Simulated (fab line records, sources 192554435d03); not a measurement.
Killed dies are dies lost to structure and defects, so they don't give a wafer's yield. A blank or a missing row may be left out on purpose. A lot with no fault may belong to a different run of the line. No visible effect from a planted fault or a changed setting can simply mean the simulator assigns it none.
Chamber matching :: flow n5_finfet :: rie_diel-01 running N5_FIN_CUT_CUT_ETCH_27: 4 sister chambers
The step etches SiO2 in CHF3/O2, target depth 4 nm, overetch 2 nm, time 4.9 s. 14 wafers are shown with their chamber, then 7 later ones without.

WAFERS WITH THEIR CHAMBER
wafer: L075.1
chamber: 2
drypump_motor_current_A (A): 5.7
rf_vpp_V (V): 524
showerhead_plenum_p_Torr (Torr): 2.47

wafer: L075.2
chamber: 3
drypump_motor_current_A (A): 5.4
rf_vpp_V (V): 536
showerhead_plenum_p_Torr (Torr): 2.39

wafer: L075.5
chamber: 3
drypump_motor_current_A (A): 5.4
rf_vpp_V (V): 536
showerhead_plenum_p_Torr (Torr): 2.39

wafer: L082.1
chamber: 0
drypump_motor_current_A (A): 6.4
rf_vpp_V (V): 516
showerhead_plenum_p_Torr (Torr): 2.43

wafer: L082.2
chamber: 2
drypump_motor_current_A (A): 5.7
rf_vpp_V (V): 526
showerhead_plenum_p_Torr (Torr): 2.46

wafer: L082.5
chamber: 3
drypump_motor_current_A (A): 5.4
rf_vpp_V (V): 536
showerhead_plenum_p_Torr (Torr): 2.39

wafer: L086.3
chamber: 2
drypump_motor_current_A (A): 5.7
rf_vpp_V (V): 525
showerhead_plenum_p_Torr (Torr): 2.46

wafer: L086.4
chamber: 2
drypump_motor_current_A (A): 5.7
rf_vpp_V (V): 527
showerhead_plenum_p_Torr (Torr): 2.46

wafer: L086.6
chamber: 0
drypump_motor_current_A (A): 6.4
rf_vpp_V (V): 516
showerhead_plenum_p_Torr (Torr): 2.43

wafer: L090.3
chamber: 1
drypump_motor_current_A (A): 5.8
rf_vpp_V (V): 512
showerhead_plenum_p_Torr (Torr): 2.55

wafer: L090.4
chamber: 2
drypump_motor_current_A (A): 5.7
rf_vpp_V (V): 526
showerhead_plenum_p_Torr (Torr): 2.46

wafer: L090.6
chamber: 1
drypump_motor_current_A (A): 5.8
rf_vpp_V (V): 511
showerhead_plenum_p_Torr (Torr): 2.55

wafer: L095.2
chamber: 3
drypump_motor_current_A (A): 5.4
rf_vpp_V (V): 537
showerhead_plenum_p_Torr (Torr): 2.38

wafer: L095.3
chamber: 0
drypump_motor_current_A (A): 6.5
rf_vpp_V (V): 516
showerhead_plenum_p_Torr (Torr): 2.42

SIGNATURES, as means of the wafers listed above
reading: drypump_motor_current_A
chamber 0: 6.433
chamber 1: 5.800
chamber 2: 5.700
chamber 3: 5.400
scatter within a chamber: 0.0258

reading: rf_vpp_V
chamber 0: 516.00
chamber 1: 511.50
chamber 2: 525.60
chamber 3: 536.25
scatter within a chamber: 0.803

reading: showerhead_plenum_p_Torr
chamber 0: 2.4267
chamber 1: 2.5500
chamber 2: 2.4620
chamber 3: 2.3875
scatter within a chamber: 0.00471
Rule: for each reading, subtract the chamber's mean from the wafer's reading, divide by that reading's scatter and square the result; add these up over the readings and take the root, which gives the wafer's distance from the chamber. If the next closest chamber is less than 2 further off than the closest, the wafer can't be placed; otherwise it belongs to the closest. The scatter is the square root of a quotient: the sum, over the shown wafers, of each reading's squared deviation from its chamber's mean, divided by wafers minus chambers.

WAFERS WHOSE CHAMBER IS MISSING
wafer: L095.4
drypump_motor_current_A (A): 5.7
rf_vpp_V (V): 526
showerhead_plenum_p_Torr (Torr): 2.45

wafer: L096.1
drypump_motor_current_A (A): 6.5
rf_vpp_V (V): 516
showerhead_plenum_p_Torr (Torr): 2.42

wafer: L096.3
drypump_motor_current_A (A): 5.7
rf_vpp_V (V): 526
showerhead_plenum_p_Torr (Torr): 2.45

wafer: L096.5
drypump_motor_current_A (A): 5.7
rf_vpp_V (V): 527
showerhead_plenum_p_Torr (Torr): 2.45

wafer: L097.1
drypump_motor_current_A (A): 5.7
rf_vpp_V (V): 526
showerhead_plenum_p_Torr (Torr): 2.45

wafer: L097.2
drypump_motor_current_A (A): 6.4
rf_vpp_V (V): 515
showerhead_plenum_p_Torr (Torr): 2.42

wafer: L097.3
drypump_motor_current_A (A): 5.8
rf_vpp_V (V): 513
showerhead_plenum_p_Torr (Torr): 2.55

WHICH CHAMBER EACH ONE RAN IN
wafer: L095.4
from the rows above: 2
in truth: 2

wafer: L096.1
from the rows above: 0
in truth: 0

wafer: L096.3
from the rows above: 2
in truth: 2

wafer: L096.5
from the rows above: 2
in truth: 2

wafer: L097.1
from the rows above: 2
in truth: 2

wafer: L097.2
from the rows above: 0
in truth: 0

wafer: L097.3
from the rows above: 1
in truth: 1
Correctly placed: 7 of 7. Left unplaced by these rows: 0. Wrongly placed: 0.
